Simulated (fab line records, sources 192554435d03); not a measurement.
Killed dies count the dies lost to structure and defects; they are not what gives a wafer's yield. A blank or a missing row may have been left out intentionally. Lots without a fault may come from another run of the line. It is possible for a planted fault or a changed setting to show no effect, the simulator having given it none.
Chamber matching | flow n5 finfet | rie diel-02 running N5_BEOL_M15_STRIP_36: 4 sister chambers
The step strips in O2. 14 wafers are shown with their chamber, then 7 later ones without.

== WAFERS, EACH WITH ITS CHAMBER ==
wafer  | chamber | drypump motor current A (A) | throttle valve pct (%) | showerhead plenum p Torr (Torr)
L609.2 | 3       | 5.5                         | 16.87                  | 2.16
L609.3 | 0       | 5.2                         | 17.12                  | 2.18
L609.4 | 1       | 5.7                         | 16.83                  | 2.23
L611.1 | 0       | 5.2                         | 17.13                  | 2.18
L611.3 | 2       | 5.0                         | 16.23                  | 2.21
L611.4 | 1       | 5.6                         | 16.78                  | 2.23
L613.1 | 0       | 5.2                         | 17.14                  | 2.18
L613.3 | 3       | 5.5                         | 16.83                  | 2.16
L613.6 | 2       | 5.0                         | 16.21                  | 2.21
L620.2 | 3       | 5.5                         | 16.86                  | 2.16
L620.3 | 2       | 5.0                         | 16.26                  | 2.21
L620.6 | 0       | 5.2                         | 17.18                  | 2.17
L629.2 | 1       | 5.7                         | 16.87                  | 2.22
L629.5 | 1       | 5.7                         | 16.87                  | 2.22

SIGNATURES (averages over the wafers above)
reading                  | chamber 0 | chamber 1 | chamber 2 | chamber 3 | scatter within a chamber
drypump motor current A  | 5.200     | 5.675     | 5.000     | 5.500     | 0.0274
throttle valve pct       | 17.1425   | 16.8375   | 16.2333   | 16.8533   | 0.0311
showerhead plenum p Torr | 2.1775    | 2.2250    | 2.2100    | 2.1600    | 0.00418
Rule: distance of a wafer from a chamber = root of the sum over the readings of ((wafer's reading minus chamber's mean) / reading's scatter) squared. The wafer belongs to the nearest chamber; if the next one is less than 2 further off, it can't be placed. How the scatter is found: for the shown wafers, subtract from each reading the mean of its chamber, square and add these, divide the total by (wafers less chambers), then take the root.

== WAFERS WHOSE CHAMBER IS MISSING ==
wafer  | drypump motor current A (A) | throttle valve pct (%) | showerhead plenum p Torr (Torr)
L629.6 | 5.2                         | 17.20                  | 2.17
L628.2 | 5.0                         | 16.30                  | 2.20
L628.4 | 5.5                         | 16.91                  | 2.15
L628.6 | 5.2                         | 17.25                  | 2.17
L630.1 | 5.2                         | 17.22                  | 2.17
L630.3 | 5.5                         | 16.89                  | 2.15
L630.4 | 5.6                         | 16.85                  | 2.22

== CHAMBER TAKEN BY EACH ==
wafer  | from the rows above | in truth
L629.6 | 0                   | 0
L628.2 | 2                   | 2
L628.4 | 3                   | 3
L628.6 | 0                   | 0
L630.1 | 0                   | 0
L630.3 | 3                   | 3
L630.4 | 1                   | 1
Correctly placed: 7 of 7. Can't be placed from these rows: 0. Number placed wrongly: 0.
